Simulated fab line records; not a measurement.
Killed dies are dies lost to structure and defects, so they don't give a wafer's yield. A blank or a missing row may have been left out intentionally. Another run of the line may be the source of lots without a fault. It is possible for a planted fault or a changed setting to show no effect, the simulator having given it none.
Matching of chambers	flow n5Finfet	4 sister chambers for N5_BEOL_M11_VIA_ETCH_34 on rieDiel-03
The step etches SiCOH lowk in C4F6/O2, target depth 184.5 nm, time 69.2 s. 18 wafers are shown with their chamber, then 9 later ones without.

== WAFERS, EACH WITH ITS CHAMBER ==
wafer	chamber	rfVppV (V)	showerheadPlenumPTorr (Torr)	oesProductAu (a.u.)
L077.3	2	660	2.82	0.73
L077.5	3	654	2.82	0.71
L077.6	0	673	2.84	0.72
L079.2	1	686	3.00	0.90
L079.4	2	662	2.82	0.74
L079.6	3	654	2.82	0.71
L083.2	2	661	2.82	0.72
L083.3	3	654	2.81	0.70
L083.5	3	654	2.81	0.71
L087.1	1	687	3.00	0.87
L087.2	3	655	2.81	0.71
L087.6	1	687	3.00	0.87
L091.3	2	661	2.81	0.72
L091.4	0	673	2.83	0.71
L091.6	2	661	2.81	0.72
L090.2	2	661	2.81	0.72
L090.3	1	687	2.99	0.87
L090.4	0	672	2.83	0.71

SIGNATURES (averages over the wafers above)
reading	chamber 0	chamber 1	chamber 2	chamber 3	scatter within a chamber
rfVppV	672.67	686.75	661.00	654.20	0.549
showerheadPlenumPTorr	2.8333	2.9975	2.8150	2.8140	0.00542
oesProductAu	0.7133	0.8775	0.7250	0.7080	0.00915
Rule: for a wafer and a chamber, the distance is found by dividing, reading by reading, the gap between the wafer's reading and the chamber's mean by the reading's scatter, squaring, summing and taking the root. The wafer belongs to the nearest chamber; if the next one is less than 2 further off, it can't be placed. The scatter: take each reading less its chamber's mean, square it, sum over the shown wafers, divide by the number of wafers less the number of chambers, and take the root.

== WAFERS WHOSE CHAMBER IS MISSING ==
wafer	rfVppV (V)	showerheadPlenumPTorr (Torr)	oesProductAu (a.u.)
L093.1	673	2.83	0.71
L093.2	687	2.99	0.87
L093.4	661	2.81	0.72
L096.3	686	2.99	0.84
L096.5	660	2.81	0.71
L096.6	686	2.99	0.84
L097.1	687	2.99	0.85
L097.5	685	2.99	0.84
L097.6	662	2.81	0.72

== WHICH CHAMBER EACH ONE RAN IN ==
wafer	from the rows above	in truth
L093.1	0	0
L093.2	1	1
L093.4	2	2
L096.3	1	1
L096.5	2	2
L096.6	1	1
L097.1	1	1
L097.5	1	1
L097.6	2	2
Correctly placed: 9 of 9. Not placeable from these rows: 0. 0 placed wrongly.
